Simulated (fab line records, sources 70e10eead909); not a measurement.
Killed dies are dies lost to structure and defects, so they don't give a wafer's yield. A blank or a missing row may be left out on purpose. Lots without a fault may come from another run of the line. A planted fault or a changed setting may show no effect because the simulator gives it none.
Chamber matching | flow nand_harc | NHARC_P_M1_STRIP_18 on rie_diel-02: 4 sister chambers
The step strips in N2/H2. 4 wafers are shown with their chamber, then 12 later ones without.

WAFERS WITH THEIR CHAMBER
wafer  | chamber | drypump_motor_current_A (A)
L091.6 | 2       | 4.9
L092.1 | 1       | 6.0
L092.3 | 3       | 5.6
L092.5 | 0       | 6.3

WAFERS WITHOUT THEIR CHAMBER
wafer  | drypump_motor_current_A (A)
L093.3 | 4.9
L093.5 | 4.9
L093.6 | 5.6
L095.2 | 4.9
L095.4 | 5.6
L095.5 | 6.3
L096.1 | 6.3
L096.3 | 5.6
L096.4 | 4.9
L097.3 | 6.2
L097.4 | 6.0
L097.6 | 6.3

WHICH CHAMBER EACH WENT THROUGH
wafer  | from the rows above | in truth
L093.3 | 2                   | 2
L093.5 | 2                   | 2
L093.6 | 3                   | 3
L095.2 | 2                   | 2
L095.4 | 3                   | 3
L095.5 | 0                   | 0
L096.1 | 0                   | 0
L096.3 | 3                   | 3
L096.4 | 2                   | 2
L097.3 | 0                   | 0
L097.4 | 1                   | 1
L097.6 | 0                   | 0
Placed correctly: 12 of 12. Can't be placed from these rows: 0. Placed wrongly: 0.
How it was worked out, from the rows above alone: a wafer's distance from a chamber is the root of the sum, over the readings, of the square of ((its reading less the chamber's mean) divided by the reading's scatter). The wafer belongs to the nearest chamber; if the next one is less than 2 further off, it can't be placed. A chamber's mean is the mean of its shown wafers. The scatter: with one shown wafer a chamber, the root of the mean of the squares of how far each hidden wafer lies from its nearest shown one.
